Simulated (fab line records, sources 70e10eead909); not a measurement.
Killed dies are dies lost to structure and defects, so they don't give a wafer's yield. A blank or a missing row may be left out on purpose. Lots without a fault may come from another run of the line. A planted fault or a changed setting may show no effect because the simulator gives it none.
Chamber matching | flow nand_harc | NHARC_A_BLC_ALD_23 on ald_metal-04: 4 sister chambers
The step deposits TiN, target thk 3 nm, pulse time 1 s, ald cycles 150. 4 wafers are shown with their chamber, then 7 later ones without.

WAFERS WITH THEIR CHAMBER
wafer  | chamber | heater_power_w (W)
L102.2 | 3       | 979
L102.3 | 0       | 951
L119.5 | 2       | 1029
L118.4 | 1       | 1097

WAFERS WITHOUT THEIR CHAMBER
wafer  | heater_power_w (W)
L118.6 | 937
L122.1 | 1100
L122.3 | 1048
L122.4 | 1090
L124.3 | 1079
L124.4 | 1060
L124.5 | 942

WHICH CHAMBER EACH WENT THROUGH
wafer  | from the rows above     | in truth
L118.6 | can't be placed: 0 or 3 | 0
L122.1 | 1                       | 1
L122.3 | can't be placed: 2 or 1 | 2
L122.4 | 1                       | 1
L124.3 | can't be placed: 1 or 2 | 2
L124.4 | can't be placed: 2 or 1 | 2
L124.5 | can't be placed: 0 or 3 | 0
Placed correctly: 2 of 7. Can't be placed from these rows: 5 (the true chamber is among the candidates in 5). Placed wrongly: 0.
How it was worked out, from the rows above alone: a wafer's distance from a chamber is the root of the sum, over the readings, of the square of ((its reading less the chamber's mean) divided by the reading's scatter). The wafer belongs to the nearest chamber; if the next one is less than 2 further off, it can't be placed. A chamber's mean is the mean of its shown wafers. The scatter: with one shown wafer a chamber, the root of the mean of the squares of how far each hidden wafer lies from its nearest shown one.
